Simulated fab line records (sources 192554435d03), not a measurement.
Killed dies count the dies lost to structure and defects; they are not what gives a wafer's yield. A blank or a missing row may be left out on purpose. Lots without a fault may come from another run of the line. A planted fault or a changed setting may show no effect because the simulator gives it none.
Problem report, 8D (eight disciplines) form, completed by code :: flow n5_finfet :: the parts of the form that need people (team, actions taken, sign-off) are left out

1. WHAT IS WRONG
Wafers free of any fault read -0.7 nm (standard deviation 0.67) for GATE_CUT_OVL at N5_GATE_CUT_OVL_MEAS_14, against a mean of 4.2 nm on 12 wafers of 4 lots. That puts it +7.3 standard deviations away from the usual mean.
First seen on wafer L482.1, day 7 12:49, on overlay-02. The record holds 33 wafers of 11 lots with a number at this step. Rule for "out", or "out of limits": more than 4 standard deviations from the usual mean. The other wafers with a number count as sound.

2. WHAT IT IS AND WHAT IT IS NOT
question: which readings at this step
is: GATE_CUT_OVL
is not: -

question: which lots
is: L482, L483, L484, L485
is not: L470, L472, L473, L475, L476, L478, L479

question: which wafers of those lots
is: all that have a number
is not: -

question: read on which gauges
is: overlay-01, overlay-02
is not: -

question: when
is: from day 7 12:49
is not: up to then (21 sound wafers)

3. SUSPECTS, AND WHAT RULES EACH OUT
Counting: any tool at a process step up to the reading is kept as a suspect provided that every lot that is out went through it and no sound lot did after the first of them.
- the gauge at N5_GATE_CUT_OVL_MEAS_14 has been ruled out. The wafers that are out were read on 2 gauges (overlay-01, overlay-02).
- euv_scanner-01 at N5_GATE_CUT_EXPOSE_10 (exposes mask GATE CUT, target cd 20 nm): kept. Every lot that is out went through it, starting with L482 (day 7 12:39), and after that it ran no sound lot; the last sound lot it ran before then is L476 (day 5 22:51).
Left after counting: euv_scanner-01 at N5_GATE_CUT_EXPOSE_10.

4. THE CAUSE (what the simulator had put in)
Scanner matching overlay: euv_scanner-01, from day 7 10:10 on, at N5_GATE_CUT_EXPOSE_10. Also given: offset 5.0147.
After counting, this tool was the only one left.

5. THE CHAIN OF EFFECTS, in route order
Each row: a reading where the mean over the struck wafers with a number is more than 3 standard deviations away from the usual. Readings are gone through only where the record gives a usual standard deviation; hours: the median, over the lots, of the time from a lot's start at the first step in this table giving one to that lot's start at this step; sigmas: the change measured in usual standard deviations.
hours: 0
step: N5_GATE_CUT_OVL_MEAS_14
reading: GATE_CUT_OVL
usual: -0.7 nm
on struck wafers: 4.2
change: +4.9
sigmas: +7.3

6. HOW IT WOULD HAVE BEEN CAUGHT EARLIER
Counted from the fault's start at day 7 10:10, it took 3 hours until the first out-of-limits reading at a measuring or inspecting step in this record, taken at day 7 12:49.
Of the lots that are out (4), L483, L484, L485 began N5_GATE_CUT_EXPOSE_10 on euv_scanner-01 after day 7 12:49. A hold on the tool at that time would have spared those 3.
